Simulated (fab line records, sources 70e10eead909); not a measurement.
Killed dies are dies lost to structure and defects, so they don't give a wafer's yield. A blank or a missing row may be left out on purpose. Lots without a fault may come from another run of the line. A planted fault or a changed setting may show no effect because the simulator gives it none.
Which tool did it? | flow nand_harc | 6 lots, 18 wafers sampled, at 5 steps of a route of 1302

WHAT THE GAUGES READ, wafer by wafer
NHARC_END_SORT_01.
lot  | measured     | on        | killed_at_array
L245 | day 32 15:17 | prober-02 | 50 52 48

WHICH TOOL RAN EACH LOT (tool, then ch and the chambers of the sampled wafers, then the start)
lot  | NHARC_A_WL_FILL_ALD_00           | NHARC_A_WL_FILL_ETCHBACK_17       | NHARC_A_WL_FILL_CVD_23           | NHARC_A_WL_FILL_CVD_20
L233 | ald_hk-03 ch 0,1,3, day 21 12:15 | rie_metal-02 ch 0,1, day 22 06:32 | lpcvd_poly-03 ch 0, day 22 09:04 | cvd_w-02 ch 0, no start
L236 | ald_hk-03 ch 0,1,2, day 22 05:50 | rie_metal-01 ch 0,1, day 22 22:48 | lpcvd_poly-03 ch 0, day 23 01:22 | cvd_w-02 ch 0, no start
L237 | ald_hk-02 ch 0,1,2, day 23 14:21 | rie_metal-01 ch 0,1, day 24 01:41 | lpcvd_poly-03 ch 0, day 24 04:16 | cvd_w-02 ch 1, no start
L244 | ald_hk-02 ch 0,3, day 25 19:56   | rie_metal-01 ch 0,1, day 26 10:05 | lpcvd_poly-02 ch 0, day 26 12:25 | cvd_w-01 ch 0,1, no start
L245 | ald_hk-02 ch 1,2,3, day 26 14:53 | rie_metal-03 ch 0,1, day 27 08:14 | lpcvd_poly-03 ch 0, day 28 14:56 | cvd_w-01 ch 0,1, day 32 15:17 or earlier
L250 | ald_hk-02 ch 0,1,2, day 28 22:20 | rie_metal-03 ch 0,1, day 29 10:10 | lpcvd_poly-03 ch 0, day 29 12:41 | cvd_w-02 ch 0,1, no start
- NHARC_A_WL_FILL_ALD_00: deposits Al2O3, target thk 3 nm, pulse time 3 s, ald cycles 30.
- NHARC_A_WL_FILL_ETCHBACK_17: etches the open film in Cl2/BCl3, target depth 4 nm, time 26.7 s.
- NHARC_A_WL_FILL_CVD_23: deposits poly-Si, target thk 40 nm, time 800 s.
- NHARC_A_WL_FILL_CVD_20: deposits W, target thk 100 nm, time 74 s.

THE ANSWER, worked out from the rows above alone
Rule: what is usual is taken from the lots themselves. Put in order of their means at a reading, lots are off if they are a third of the lots or fewer, leave a main group of 4 or more, and stand apart from it by a gap of 3 or more times the standard deviation of the main group's means; of several such gaps the widest counts. A main group whose means are all the same, to the digits that the tables above print for the reading, isn't used. A lot without any number at a reading at which 4 lots or more have one is off too. The other lots that the step has rows for count as sound.
No lot is off at any reading shown: from this, nothing can be told.

WHAT THE SIMULATOR HAD PUT IN
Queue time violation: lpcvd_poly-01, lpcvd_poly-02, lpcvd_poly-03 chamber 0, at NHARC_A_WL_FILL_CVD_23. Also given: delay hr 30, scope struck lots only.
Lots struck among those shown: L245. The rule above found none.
